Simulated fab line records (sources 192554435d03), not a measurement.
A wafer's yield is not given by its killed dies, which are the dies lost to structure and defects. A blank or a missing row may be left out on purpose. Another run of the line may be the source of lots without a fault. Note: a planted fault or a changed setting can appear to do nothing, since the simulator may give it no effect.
The tool behind it: which one?	flow n5 finfet	24 lots with 72 wafers sampled at 5 steps, on a route of 1938 steps

## WHAT THE GAUGES READ, wafer by wafer
N5_BEOL_M0_SAQP_INSPECT_16: inspects for defects (brightfield).
lot	measured	on	raw defect count
L074	day 5 13:16	defect inspect-01	392 436 801
L075	day 5 16:50	defect inspect-02	424 773 653
L076	day 6 01:51	defect inspect-01	699 551 547
L077	day 6 08:01	defect inspect-02	398 450 517
L078	day 6 10:49	defect inspect-02	708 673 582
L079	day 6 17:58	defect inspect-02	585 534 349
L080	day 6 22:32	defect inspect-02	454 576 627
L081	day 7 04:40	defect inspect-01	561 474 467
L082	day 7 16:29	defect inspect-02	538 591 576
L083	day 7 18:20	defect inspect-01	387 579 426
L084	day 8 05:33	defect inspect-02	466 492 546
L085	day 8 08:50	defect inspect-01	351 411 561
L086	day 8 12:38	defect inspect-02	359 421 330
L087	day 8 15:11	defect inspect-01	535 526 398
L088	day 9 01:25	defect inspect-01	350 496 376
L089	day 9 05:44	defect inspect-01	486 513 395
L090	day 9 10:11	defect inspect-02	529 324 424
L091	day 9 16:58	defect inspect-02	477 458 544
L092	day 9 20:41	defect inspect-01	542 504 374
L093	day 10 05:52	defect inspect-01	465 567 702
L094	day 10 12:03	defect inspect-01	556 409 536
L095	day 10 22:05	defect inspect-01	569 614 625
L096	day 11 00:58	defect inspect-01	553 470 894
L097	day 11 11:06	defect inspect-02	792 455 681

## EACH LOT AND THE TOOL THAT RAN IT (in order: tool; ch and the chambers of the sampled wafers; start)
lot	N5_MOL_CONTACT_COAG_DESCUM_88	N5_MOL_CONTACT_COAG_ETCH_90	N5_MOL_CONTACT_COAG_CVD_140	N5_BEOL_M0_SAQP_PECVD_96
L074	rie diel-01 ch 0,1, day 5 04:45	rie diel-01 ch 0,1, day 5 04:48	cvd w-01 ch 0,1, day 5 07:02	pecvd-03 ch 1,2, day 5 12:40
L075	rie diel-01 ch 0,2, day 5 07:17	rie diel-01 ch 0,2, day 5 07:20	cvd w-02 ch 0,1, day 5 10:15	pecvd-03 ch 0,1,2, day 5 16:13
L076	rie diel-04 ch 1,3, day 5 16:33	rie diel-04 ch 1,3, day 5 16:37	cvd w-01 ch 0,1, day 5 18:58	pecvd-02 ch 1,2, day 6 01:16
L077	rie diel-04 ch 1,3, day 5 23:39	rie diel-04 ch 1,3, day 5 23:43	cvd w-02 ch 0,1, day 6 02:08	pecvd-02 ch 0,1, day 6 07:17
L078	rie diel-01 ch 0,1,2, day 5 23:56	rie diel-01 ch 0,1,2, day 5 23:59	cvd w-01 ch 0,1, day 6 02:23	pecvd-02 ch 0,2, day 6 10:13
L079	rie diel-02 ch 0,3, day 6 10:29	rie diel-02 ch 0,3, day 6 10:33	cvd w-02 ch 1, day 6 12:53	pecvd-03 ch 0,1,2, day 6 17:23
L080	rie diel-01 ch 1,3, day 6 14:36	rie diel-01 ch 1,3, day 6 14:39	cvd w-02 ch 0,1, day 6 17:02	pecvd-03 ch 0,1,2, day 6 21:57
L081	rie diel-02 ch 0,3, day 6 21:08	rie diel-02 ch 0,3, day 6 21:11	cvd w-01 ch 0,1, day 6 23:27	pecvd-03 ch 0,2, day 7 04:04
L082	rie diel-02 ch 0,2,3, day 7 07:26	rie diel-02 ch 0,2,3, day 7 07:29	cvd w-01 ch 0,1, day 7 10:10	pecvd-01 ch 0,1, day 7 15:46
L083	rie diel-02 ch 0,1,2, day 7 08:28	rie diel-02 ch 0,1,2, day 7 08:31	cvd w-02 ch 0,1, day 7 10:46	pecvd-02 ch 0,1, day 7 17:37
L084	rie diel-02 ch 2,3, day 7 19:56	rie diel-02 ch 2,3, day 7 20:00	cvd w-02 ch 0,1, day 8 00:32	pecvd-01 ch 0,1,2, day 8 04:51
L085	rie diel-04 ch 0,3, day 7 20:11	rie diel-04 ch 0,3, day 7 20:14	cvd w-01 ch 0,1, day 8 00:52	pecvd-03 ch 1,2, day 8 08:14
L086	rie diel-04 ch 1,2, day 8 01:40	rie diel-04 ch 1,2, day 8 01:43	cvd w-02 ch 0,1, day 8 04:22	pecvd-01 ch 1,2, day 8 12:02
L087	rie diel-01 ch 0,2, day 8 07:52	rie diel-01 ch 0,2, day 8 07:55	cvd w-02 ch 0,1, day 8 10:12	pecvd-01 ch 0,1, day 8 14:25
L088	rie diel-04 ch 0,1,2, day 8 15:50	rie diel-04 ch 0,1,2, day 8 15:53	cvd w-01 ch 0,1, day 8 18:41	pecvd-02 ch 0,2, day 9 00:41
L089	rie diel-04 ch 0,1,3, day 8 20:32	rie diel-04 ch 0,1,3, day 8 20:35	cvd w-01 ch 0,1, day 9 00:01	pecvd-01 ch 0,1, day 9 05:08
L090	rie diel-04 ch 1,2,3, day 9 02:13	rie diel-04 ch 1,2,3, day 9 02:16	cvd w-02 ch 0,1, day 9 04:45	pecvd-01 ch 0,1, day 9 09:36
L091	rie diel-04 ch 0,1, day 9 08:47	rie diel-04 ch 0,1, day 9 08:50	cvd w-02 ch 0,1, day 9 11:37	pecvd-03 ch 0,1,2, day 9 16:23
L092	rie diel-01 ch 1,2,3, day 9 12:05	rie diel-01 ch 1,2,3, day 9 12:09	cvd w-01 ch 0,1, day 9 14:31	pecvd-02 ch 0,2, day 9 19:58
L093	rie diel-01 ch 0,3, day 9 20:57	rie diel-01 ch 0,3, day 9 21:00	cvd w-02 ch 0,1, day 9 23:50	pecvd-01 ch 0,1,2, day 10 05:09
L094	rie diel-04 ch 0,2,3, day 10 03:47	rie diel-04 ch 0,2,3, day 10 03:51	cvd w-01 ch 1, day 10 06:04	pecvd-03 ch 1,2, day 10 11:20
L095	rie diel-02 ch 0,1, day 10 13:13	rie diel-02 ch 0,1, day 10 13:16	cvd w-01 ch 0,1, day 10 16:45	pecvd-03 ch 0,1,2, day 10 21:23
L096	rie diel-04 ch 2,3, day 10 16:16	rie diel-04 ch 2,3, day 10 16:20	cvd w-02 ch 0,1, day 10 19:20	pecvd-01 ch 0,2, day 11 00:22
L097	rie diel-01 ch 0,2, day 11 02:46	rie diel-01 ch 0,2, day 11 02:50	cvd w-02 ch 0,1, day 11 05:08	pecvd-03 ch 0,1,2, day 11 10:30
- N5_MOL_CONTACT_COAG_DESCUM_88: chemistry O2, time 7 s.
- N5_MOL_CONTACT_COAG_ETCH_90: etches SiARC in CF4, target depth 13 nm, time 21.7 s.
- N5_MOL_CONTACT_COAG_CVD_140: deposits W, target thk 66.5 nm, time 215 s.
- N5_BEOL_M0_SAQP_PECVD_96: deposits a-Si from SiH4/He, target thk 45 nm, time 45.2 s.

## WHAT THE TOOLS THEMSELVES READ (means of the sampled wafers that have a number; where no wafer has one, the mark that the record gives instead)
N5_MOL_CONTACT_COAG_DESCUM_88.
lot	tool	drypump motor current A (A)	oes product au (a.u.)	rf vpp V (V)	showerhead plenum p Torr (Torr)	throttle valve pct (%)
L074	rie diel-01	6.0	0.79	242.2	2.04	20.45
L075	rie diel-01	6.0	0.79	242.4	2.07	20.50
L076	rie diel-04	5.8	0.78	244.1	2.15	20.48
L077	rie diel-04	5.8	0.78	244.0	2.15	20.47
L078	rie diel-01	5.9	0.81	241.9	2.07	20.35
L079	rie diel-02	5.7	0.83	242.3	2.06	20.39
L080	rie diel-01	5.5	0.78	242.0	2.03	20.46
L081	rie diel-02	5.7	0.82	243.0	2.05	20.39
L082	rie diel-02	5.6	0.81	243.3	2.11	20.35
L083	rie diel-02	5.7	0.79	244.1	2.08	20.23
L084	rie diel-02	5.5	0.81	244.1	2.17	20.31
L085	rie diel-04	5.6	0.70	244.0	2.11	20.41
L086	rie diel-04	5.1	0.88	243.5	2.13	20.44
L087	rie diel-01	5.8	0.79	243.0	2.09	20.42
L088	rie diel-04	5.3	0.79	242.9	2.08	20.48
L089	rie diel-04	5.6	0.73	242.5	2.10	20.48
L090	rie diel-04	5.4	0.79	243.8	2.14	20.45
L091	rie diel-04	5.7	0.76	241.4	2.08	20.55
L092	rie diel-01	5.6	0.78	242.1	2.06	20.38
L093	rie diel-01	5.7	0.74	242.4	2.02	20.68
L094	rie diel-04	5.3	0.86	244.7	2.18	20.34
L095	rie diel-02	5.8	0.76	242.7	2.01	20.32
L096	rie diel-04	5.3	0.75	244.4	2.15	20.42
L097	rie diel-01	5.8	0.77	242.9	2.08	20.45

N5_MOL_CONTACT_COAG_ETCH_90.
lot	tool	drypump motor current A (A)	etch rf on time s (s)	mfc ar sccm (sccm)	oes product au (a.u.)	rf vpp V (V)	showerhead plenum p Torr (Torr)	throttle valve pct (%)
L074	rie diel-01	6.1	21.8	100.18	0.68	183.4	2.08	15.59
L075	rie diel-01	6.0	21.2	100.35	0.69	183.9	2.10	15.57
L076	rie diel-04	5.8	22.1	100.06	0.66	184.9	2.19	15.58
L077	rie diel-04	5.8	22.3	100.09	0.65	184.5	2.19	15.59
L078	rie diel-01	5.9	21.3	99.89	0.69	184.4	2.10	15.48
L079	rie diel-02	5.8	21.8	100.33	0.71	183.3	2.10	15.56
L080	rie diel-01	5.5	21.7	100.07	0.67	183.1	2.08	15.66
L081	rie diel-02	5.7	21.5	99.86	0.70	184.3	2.10	15.56
L082	rie diel-02	5.6	22.0	100.28	0.69	185.1	2.17	15.55
L083	rie diel-02	5.7	22.0	100.04	0.67	185.0	2.16	15.54
L084	rie diel-02	5.5	22.9	100.00	0.68	184.9	2.24	15.54
L085	rie diel-04	5.6	21.7	99.90	0.61	184.3	2.15	15.67
L086	rie diel-04	5.1	21.7	100.07	0.75	184.9	2.18	15.59
L087	rie diel-01	5.8	21.2	100.12	0.68	184.1	2.11	15.51
L088	rie diel-04	5.3	21.3	99.90	0.69	184.3	2.12	15.60
L089	rie diel-04	5.6	21.4	99.84	0.63	184.2	2.13	15.64
L090	rie diel-04	5.4	21.6	100.15	0.69	184.5	2.19	15.64
L091	rie diel-04	5.7	22.1	100.20	0.63	183.5	2.11	15.60
L092	rie diel-01	5.6	21.7	100.17	0.66	184.2	2.10	15.57
L093	rie diel-01	5.7	21.7	99.72	0.64	183.3	2.07	15.82
L094	rie diel-04	5.3	21.2	99.92	0.74	184.5	2.22	15.51
L095	rie diel-02	5.8	21.5	99.79	0.65	183.9	2.08	15.61
L096	rie diel-04	5.3	21.5	100.35	0.65	184.4	2.20	15.72
L097	rie diel-01	5.8	21.2	99.81	0.67	184.5	2.11	15.54

N5_MOL_CONTACT_COAG_CVD_140.
lot	tool	heater power w (W)
L074	cvd w-01	472
L075	cvd w-02	514
L076	cvd w-01	456
L077	cvd w-02	527
L078	cvd w-01	453
L079	cvd w-02	591
L080	cvd w-02	554
L081	cvd w-01	459
L082	cvd w-01	466
L083	cvd w-02	518
L084	cvd w-02	514
L085	cvd w-01	449
L086	cvd w-02	559
L087	cvd w-02	517
L088	cvd w-01	458
L089	cvd w-01	455
L090	cvd w-02	547
L091	cvd w-02	558
L092	cvd w-01	470
L093	cvd w-02	559
L094	cvd w-01	448
L095	cvd w-01	459
L096	cvd w-02	552
L097	cvd w-02	518

N5_BEOL_M0_SAQP_PECVD_96.
lot	tool	heater power w (W)	showerhead plenum p Torr (Torr)	throttle valve pct (%)
L074	pecvd-03	523	5.681	17.3
L075	pecvd-03	573	5.676	18.3
L076	pecvd-02	528	5.642	19.0
L077	pecvd-02	577	5.619	19.7
L078	pecvd-02	556	5.629	19.0
L079	pecvd-03	561	5.669	18.2
L080	pecvd-03	574	5.681	18.3
L081	pecvd-03	517	5.681	17.4
L082	pecvd-01	578	5.673	19.4
L083	pecvd-02	518	5.628	19.8
L084	pecvd-01	559	5.642	18.6
L085	pecvd-03	543	5.675	17.4
L086	pecvd-01	510	5.626	18.7
L087	pecvd-01	584	5.656	18.2
L088	pecvd-02	609	5.653	18.4
L089	pecvd-01	643	5.660	18.5
L090	pecvd-01	573	5.672	19.5
L091	pecvd-03	585	5.674	18.4
L092	pecvd-02	587	5.640	19.0
L093	pecvd-01	560	5.654	18.6
L094	pecvd-03	542	5.677	18.6
L095	pecvd-03	579	5.681	18.4
L096	pecvd-01	537	5.635	17.8
L097	pecvd-03	565	5.678	18.4

## THE ANSWER, worked out from the rows above alone
Rule: usual is defined by the lots themselves. Put in order of their means at a reading, lots are off if they are a third of the lots or fewer, leave a main group of 4 or more, and stand apart from it by a gap of 3 or more times the standard deviation of the main group's means; of several such gaps the widest counts. Not used: any main group whose means are identical at the precision the tables above print for the reading. A lot without any number at a reading at which 4 lots or more have one is off too. All remaining lots with rows at the step are treated as sound. First the gauges in route order, then the tools' own readings, where a lot's mean is used as printed above. The first step at which some lot is off is used, and at that step the reading that is off furthest; a lot without a number counts as furthest.
No lot is off at any reading shown: from this, nothing can be told.

## WHAT THE SIMULATOR HAD PUT IN
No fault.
